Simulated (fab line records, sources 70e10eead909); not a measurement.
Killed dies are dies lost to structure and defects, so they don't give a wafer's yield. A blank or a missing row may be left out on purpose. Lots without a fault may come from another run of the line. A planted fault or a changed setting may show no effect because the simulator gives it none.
fab line records | flow nand_harc | part 2 of 2: steps 17 to 24 of 24
record lots=5 wafers=15 last_day=33
route steps=1302 shown A_CONTACT@999
lots that met no fault: from a run of the same line without faults
start_h: hours from the record's first day to the start of the lot's first wafer shown | wait_h: hours since the lot's step before | " the same as in the row above | L1.1+2: a row that stands for several wafers | - no value, or no start given | * or withheld: withheld | < > ~ a bound
route shown NAME@n: a module of which the file shows steps, and the number in the route of the first | usual: mean/standard deviation of fault-free wafers | same: alike in all rows | chamber/n: place in a boat | sites: the reading at each site | _std_site: their standard deviation | _edge_site: outer sites' mean less inner sites' | radius_mm: how far each site lies from the wafer's centre | mask NAME#n: copy n | behind: the tool/chamber that last shaped the wafer | hold: why the lot was held/for how many hours/how that ended | device: the transistor (n, p or np) that didn't switch | end of line: the same wafers' tests at the end of the route | a step without rows: its recipe alone | killed: dies lost to structure and defects at the first sort, not the wafer's yield | map: a wafer's dies, x killed, . not, _ none there
set.NAME: the setting as run; set.NAME@STEP: as run at that earlier step | model.NAME: the simulator's own value behind a step, which no gauge read
lots at some steps of the route; a table a step, a row a wafer
services: from which hour (start_h, from the record's first day; less than 0 if before it) a tool's chamber was out of use, for how many hours, and why
## steps
# step NHARC_A_CONTACT_ETCH_121
# recipe source_w=withheld pressure_mtorr=20 bias_v=3000 time_s=190 target_depth_a=18500 ar_flow_sccm=withheld c4f8_flow_sccm=withheld o2_flow_sccm=withheld chemistry=C4F8/O2/Ar
# usual oes_air_line_au=0.998/0.018
# columns lot.wafer tool chamber start_h wait_h oes_air_line_au rf_hours_counter_h
L075.2 har_cap_etch-02 0 502.77 0.1 0.992 83
L075.3 " 0 " " 1.003 -
L075.6 " 0 " " 0.999 -
L077.2 har_cap_etch-02 1 558.92 0.1 1.005 92
L077.1 " 0 " " 1.002 92
L077.3 " 1 " " 1.015 -
L080.2 har_cap_etch-03 1 565.70 0.2 0.962 50
L080.1 " 0 " " 0.991 50
L080.6 " 0 " " 1.030 -
L089.1 har_cap_etch-03 0 640.80 0.1 1.016 65
L089.4 " 0 " " 0.962 -
L089.6 " 0 " " 1.005 -
L096.4 har_cap_etch-01 0 718.52 0.1 1.009 -
L096.3 " 1 " " 1.005 -
L096.6 " 1 " " 0.993 -
# step NHARC_A_CONTACT_ETCH_122
# recipe source_w=withheld pressure_mtorr=20 bias_v=3000 time_s=190 target_depth_a=18500 ar_flow_sccm=withheld c4f8_flow_sccm=withheld o2_flow_sccm=withheld chemistry=C4F8/O2/Ar
# usual oes_air_line_au=1.000/0.02
# columns lot.wafer tool chamber start_h wait_h oes_air_line_au rf_hours_counter_h
L075.2 har_cap_etch-02 0 502.94 0.1 1.010 83
L075.3 " 0 " " 0.978 -
L075.6 " 0 " " 0.993 -
L077.2 har_cap_etch-02 1 559.09 0.1 0.997 92
L077.1 " 0 " " 0.969 92
L077.3 " 1 " " 1.010 -
L080.2 har_cap_etch-03 1 565.93 0.2 0.985 50
L080.1 " 0 " " 0.984 50
L080.6 " 0 " " 0.996 -
L089.1 har_cap_etch-03 0 640.97 0.1 1.001 65
L089.4 " 0 " " 0.974 -
L089.6 " 0 " " 0.984 -
L096.4 har_cap_etch-01 0 718.69 0.1 1.001 -
L096.3 " 1 " " 1.005 -
L096.6 " 1 " " 1.008 -
# step NHARC_A_CONTACT_ETCH_123
# recipe source_w=withheld pressure_mtorr=20 bias_v=400 time_s=490 target_depth_a=21100 ar_flow_sccm=withheld c4f8_flow_sccm=11.5 o2_flow_sccm=7.2 chemistry=C4F8/O2/Ar
# usual oes_air_line_au=1.001/0.021
# columns lot.wafer tool chamber start_h wait_h oes_air_line_au rf_hours_counter_h
L075.2 har_cap_etch-02 0 503.16 0.2 0.987 83
L075.3 " 0 " " 1.004 -
L075.6 " 0 " " 0.984 -
L077.2 har_cap_etch-02 1 559.26 0.1 1.004 93
L077.1 " 0 " " 1.021 93
L077.3 " 1 " " 1.042 -
L080.2 har_cap_etch-03 1 566.15 0.2 1.022 51
L080.1 " 0 " " 0.979 51
L080.6 " 0 " " 0.970 -
L089.1 har_cap_etch-03 0 641.19 0.2 0.986 65
L089.4 " 0 " " 0.987 -
L089.6 " 0 " " 1.020 -
L096.4 har_cap_etch-01 0 718.99 0.3 1.030 -
L096.3 " 1 " " 0.974 -
L096.6 " 1 " " 0.977 -
# step NHARC_A_CONTACT_ETCH_90
# recipe target_depth_a=400 over_etch_frac=0.5 time_s=85.7 ion_energy_ev=120 ch3f_flow_sccm=50 o2_flow_sccm=30 ar_flow_sccm=200 rf_w=500 bias_w=100 chemistry=CH3F/O2
# usual drypump_motor_current_A=5.7/0.43 oes_product_au=0.95/0.038 rf_fwd_power_W=496.0/2 rf_vpp_V=243.7/1.3 showerhead_plenum_p_Torr=2.41/0.082 throttle_valve_pct=20.663/0.0087
# columns lot.wafer tool chamber start_h wait_h drypump_motor_current_A oes_product_au rf_fwd_power_W rf_hours_counter_h rf_vpp_V showerhead_plenum_p_Torr throttle_valve_pct
L075.3 rie_diel-06 2 504.05 0.6 5.9 0.93 495.4 2 242.5 2.36 20.675
L075.2 " 0 " " 6.1 0.97 495.0 2 242.7 2.35 20.669
L075.6 " 3 " " 5.9 0.96 498.0 - 243.7 2.43 20.659
L077.2 rie_diel-06 1 560.25 0.9 4.9 0.98 497.3 10 243.1 2.39 20.674
L077.3 " 2 " " 5.9 0.98 494.3 10 242.9 2.36 20.652
L077.1 " 3 " " 5.9 0.99 496.3 9 244.5 2.43 20.655
L080.1 rie_diel-01 3 567.31 0.9 6.3 1.00 499.9 0 244.3 2.30 20.668
L080.2 " 1 " " 5.6 1.03 495.2 0 245.7 2.52 20.665
L080.6 " 0 " " 5.9 0.99 491.7 - 245.5 2.47 20.668
L089.4 rie_diel-06 2 642.09 0.6 5.9 0.91 495.8 18 242.6 2.36 20.672
L089.1 " 3 " " 5.9 0.92 495.5 25 243.8 2.42 20.663
L089.6 " 1 " " 4.9 0.90 496.6 - 243.1 2.39 20.662
L096.3 rie_diel-06 0 719.84 0.7 6.2 0.96 496.7 7 244.1 2.33 20.652
L096.4 " 1 " " 4.8 0.97 499.6 5 243.0 2.39 20.663
L096.6 " 0 " " 6.1 0.97 497.9 - 243.1 2.33 20.668
# step NHARC_A_CONTACT_ETCH_96
# recipe target_depth_a=200 over_etch_frac=0.5 time_s=10 ion_energy_ev=250 c4f6_flow_sccm=25 o2_flow_sccm=20 ar_flow_sccm=500 rf_w=600 bias_w=500 chemistry=C4F6/O2
# usual c4f6_flow_sccm=25.01/0.079 drypump_motor_current_A=5.8/0.42 oes_product_au=0.962/0.028 rf_fwd_power_W=586.0/2.2 rf_vpp_V=545.5/2.7 showerhead_plenum_p_Torr=3.86/0.13 throttle_valve_pct=26.904/0.0097
# columns lot.wafer tool chamber start_h wait_h c4f6_flow_sccm drypump_motor_current_A oes_product_au rf_fwd_power_W rf_hours_counter_h rf_vpp_V showerhead_plenum_p_Torr throttle_valve_pct
L075.3 rie_diel-06 0 - - 25.15 6.1 0.975 586.4 2 543.8 3.75 26.895
L075.2 " 3 " " 24.94 5.9 0.966 587.8 2 546.5 3.88 26.902
L075.6 " 1 " " 25.00 4.9 0.947 587.9 - 544.5 3.83 26.898
L077.1 rie_diel-06 3 - - 24.85 5.9 0.989 586.6 9 545.9 3.87 26.893
L077.3 " 1 " " 25.13 4.9 0.974 590.6 10 544.7 3.83 26.897
L077.2 " 2 " " 24.91 5.8 0.979 586.2 10 544.4 3.78 26.900
L080.1 rie_diel-01 3 - - 25.14 6.3 1.012 587.4 0 541.1 3.68 26.886
L080.2 " 0 " " 25.04 5.9 0.993 585.9 0 547.6 3.94 26.892
L080.6 " 2 " " 24.91 6.0 1.004 584.2 - 544.9 3.83 26.904
L089.1 rie_diel-06 2 - - 25.14 5.8 0.941 581.7 18 543.5 3.77 26.902
L089.4 " 0 " " 25.06 6.1 0.955 585.0 27 541.0 3.74 26.913
L089.6 " 3 " " 25.00 5.9 0.941 588.8 - 545.1 3.86 26.902
L096.3 rie_diel-06 2 - - 25.13 5.9 0.973 585.8 7 542.0 3.76 26.908
L096.4 " 0 " " 25.08 6.2 0.989 586.0 7 542.8 3.73 26.888
L096.6 " 2 " " 25.09 5.9 0.973 584.9 - 543.9 3.76 26.895
# step NHARC_A_CONTACT_CD_MEAS_53
# usual cd_nm=289.8/0.84
# columns lot.wafer tool chamber start_h wait_h cd_nm
L075.2 cd_sem-03 - 504.28 - 288.5
L075.3 " - " " 290.2
L075.6 " - " " 289.5
L077.1 cd_sem-01 - 560.46 - 289.9
L077.2 " - " " 291.3
L077.3 " - " " 290.7
L080.1 cd_sem-02 - 567.53 - 290.7
L080.2 " - " " 290.1
L080.6 " - " " 291.0
L089.1 cd_sem-03 - 642.30 - 290.6
L089.4 " - " " 290.6
L089.6 " - " " 291.5
L096.3 cd_sem-02 - 720.06 - 290.4
L096.4 " - " " 290.7
L096.6 " - " " 290.5
# step NHARC_A_CONTACT_STRIP_99
# recipe n2_flow_sccm=150 h2_flow_sccm=150 ar_flow_sccm=0 bias_w=0 chemistry=N2/H2
# columns lot.wafer tool chamber start_h wait_h
L075.3+2+6 rie_diel-06 3,0,3 504.36 0.1
L077.1+3+2 rie_diel-06 3,0,2 560.53 0.1
L080.2+1+6 rie_diel-06 3,1,0 567.60 0.1
L089.1+4+6 rie_diel-01 1,3,0 642.38 0.1
L096.4+3+6 rie_diel-06 2,0,2 720.14 0.1
# step NHARC_A_CONTACT_STRIP_100
# recipe cf4_flow_sccm=100 chf3_flow_sccm=30 ar_flow_sccm=0 bias_w=0 chemistry=CF4/CHF3
# columns lot.wafer tool chamber start_h wait_h
L075.2+3+6 rie_diel-06 2,3,1 504.45 0.1
L077.1+3+2 rie_diel-06 1,3,0 560.63 0.1
L080.2+1+6 rie_diel-06 1,3,1 567.72 0.1
L089.1+4+6 rie_diel-01 0,1,3 642.47 0.1
L096.3+4+6 rie_diel-06 1,3,0 720.23 0.1
## services
# columns tool chamber start_h hours kind
rie_diel-06 - 478.67 2.5 repair
rie_diel-06 - 484.20 9.0 pm
rie_diel-06 0 484.20 9.0 vent_cycle
rie_diel-06 1 484.20 9.0 vent_cycle
rie_diel-06 2 484.20 9.0 vent_cycle
rie_diel-06 3 484.20 9.0 vent_cycle
rie_diel-13 1 485.28 3.4 repair
har_cap_etch-01 - 499.38 17.0 pm
rie_diel-13 3 517.00 2.9 repair
rie_diel-13 2 518.14 4.1 repair
rie_diel-13 - 520.08 9.0 pm
har_cap_etch-01 - 530.88 0.3 repair
rie_diel-01 - 557.83 9.0 pm
rie_diel-01 2 573.91 10.4 repair
rie_diel-13 - 586.75 0.2 repair
rie_diel-01 0 630.12 3.1 repair
har_cap_etch-03 - 632.38 0.8 repair
har_cap_etch-01 - 638.77 0.6 repair
har_cap_etch-03 - 642.38 2.3 repair
rie_diel-06 - 660.48 0.3 repair
rie_diel-06 - 661.31 9.0 pm
rie_diel-01 0 665.61 2.4 repair
rie_diel-06 1 670.89 15.1 repair
rie_diel-13 - 697.16 9.0 pm
